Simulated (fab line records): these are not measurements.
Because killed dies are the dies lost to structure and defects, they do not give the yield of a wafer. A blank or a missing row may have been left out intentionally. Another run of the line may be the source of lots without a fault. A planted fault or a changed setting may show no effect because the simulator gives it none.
A lot that was struck, set against a sound lot    flow nand_harc    15 out of 1159 route steps
Sound: wafers L203.3, L203.4, L203.5. Struck: wafers L211.2, L211.5. The cause is given at the end.
Per side, at each step with rows, come the tool, then ch with its chambers, and then its first start. Under that, the readings that differ: sound wafers    struck wafers    difference of the means    sigmas: that difference in standard deviations of wafers without a fault.
alike: same words and numbers on both sides, and readings whose means sit less than 2 such deviations apart. not compared: any withheld reading, any reading some wafer has no value for, any bound like >300 that may hide the same value, and any number with overlapping values for which the record gives no deviation.
Wherever a step has rows on one side only, a row that says differs or no value, or a row with sigmas, the two part there. Non-overlapping numbers with no deviation appear without sigmas and do not part them. A reading missing from all wafers of one side parts the sides only when that side holds two or more wafers.

first, 4 steps without rows for these wafers: NHARC_P_M2_EBR_05; NHARC_P_M2_EXPOSE_06 (exposes mask P M2, target cd 170 nm); NHARC_P_M2_PEB_07 (peb time 65 s); NHARC_P_M2_DEVELOP_08 (develop time 35 s).
NHARC_P_M2_CD_MEAS_09 targets a cd of 170 nm.
  sound on cd_sem-02 ch 0, day 7 11:14; struck on cd_sem-02 ch 0, day 9 12:59
  alike: cd_nm
NHARC_P_M2_OVL_MEAS_10: pitch 340 nm.
  sound on overlay-02 at day 7 11:19; struck on overlay-02 at day 9 13:05
  alike: overlay_x_nm, overlay_y_nm
NHARC_P_M2_INSPECT_11:
  sound on defect_inspect-02 at day 7 11:21; struck on defect_inspect-02 at day 9 13:07
  alike: raw_defect_count
NHARC_P_M2_DESCUM_14: chemistry O2, time 3 s.
  sound on rie_diel-04 ch 0,1,2, day 7 11:25; struck on rie_diel-09 ch 1,2, day 9 13:11
  alike: chamber_pressure_mTorr, drypump_motor_current_A, oes_product_au, rf_vpp_V, showerhead_plenum_p_Torr, throttle_valve_pct
  not compared: rf_hours_counter_h
NHARC_P_M2_ETCH_35: etches the open film in N2/H2, target depth 40 nm, overetch 12 nm, time 43.94 s.
  sound on rie_diel-04 ch 0,1, day 7 11:30; struck on rie_diel-09 ch 0,2, day 9 13:17
  alike: bias_w, chamber_pressure_mTorr, drypump_motor_current_A, n2_flow_sccm, oes_product_au, rf_vpp_V, showerhead_plenum_p_Torr, throttle_valve_pct
  not compared: rf_hours_counter_h
NHARC_P_M2_ETCH_15: etches the open film in C4F8/Ar, target depth 182.5 nm, time 91.2 s.
  sound: rie_diel-04 ch 0,1,3; struck: rie_diel-09 ch 0,1
  alike: bias_w, chamber_pressure_mTorr, oes_product_au, rf_vpp_V
  not compared: rf_hours_counter_h
NHARC_P_M2_CD_MEAS_16:
  sound on cd_sem-02 at day 7 11:43; struck on cd_sem-01 at day 9 13:29
  alike: cd_nm
NHARC_P_M2_STRIP_18: strips in N2/H2.
  sound on rie_diel-04 ch 0,2,3, day 7 11:49; struck on rie_diel-09 ch 0,1, day 9 13:34
reading                          sound           struck     difference  sigmas
showerhead_plenum_p_Torr (Torr)  2.03 2.11 2.16  1.96 1.90  -0.17       -2
  alike: chamber_pressure_mTorr, drypump_motor_current_A, n2_flow_sccm, oes_product_au, rf_vpp_V, throttle_valve_pct
  not compared: rf_hours_counter_h
NHARC_P_M2_ETCH_28: etches the open film in CF4/N2, target depth 30 nm, time 72.99 s.
  sound on rie_diel-04 ch 0,2,3, day 7 12:03; struck on rie_diel-09 ch 0,1, day 9 13:49
reading                          sound              struck       difference  sigmas
oes_product_au (a.u.)            1.032 1.007 1.010  0.862 0.829  -0.171      -11
showerhead_plenum_p_Torr (Torr)  2.61 2.77 2.71     2.46 2.53    -0.20       -2
  alike: bias_w, chamber_pressure_mTorr, drypump_motor_current_A, n2_flow_sccm, rf_vpp_V, throttle_valve_pct
  not compared: rf_hours_counter_h
then, 1 step without rows for these wafers: NHARC_P_M2_STRIP_19 (strips in post etch residue remover, time 600 s).
-- jump in the record: it breaks off in module P_M2 and resumes in module END (first step shown: number 1159 of the route), and 13 days separate the struck wafers' starts before and after --
NHARC_END_SORT_01:
  sound on prober-02 ch 0, day 20 02:51; struck on prober-01 ch 0, day 22 10:34
  alike: defect_limited_yield, killed_at_array, killed_at_other, killed_at_periphery, killed_dies, killed_open, killed_short, sort_bin_2_pct, sort_bin_3_pct, sort_bin_4_pct, sort_n_pass, sort_rim_yield_pct, sort_yield_pct

WHERE THEY PART
Earliest at NHARC_P_M2_STRIP_18; latest, in this record, at NHARC_P_M2_ETCH_28. Later steps at which nothing parts them and some readings are alike: NHARC_END_SORT_01.

WHY: what the simulator had put in
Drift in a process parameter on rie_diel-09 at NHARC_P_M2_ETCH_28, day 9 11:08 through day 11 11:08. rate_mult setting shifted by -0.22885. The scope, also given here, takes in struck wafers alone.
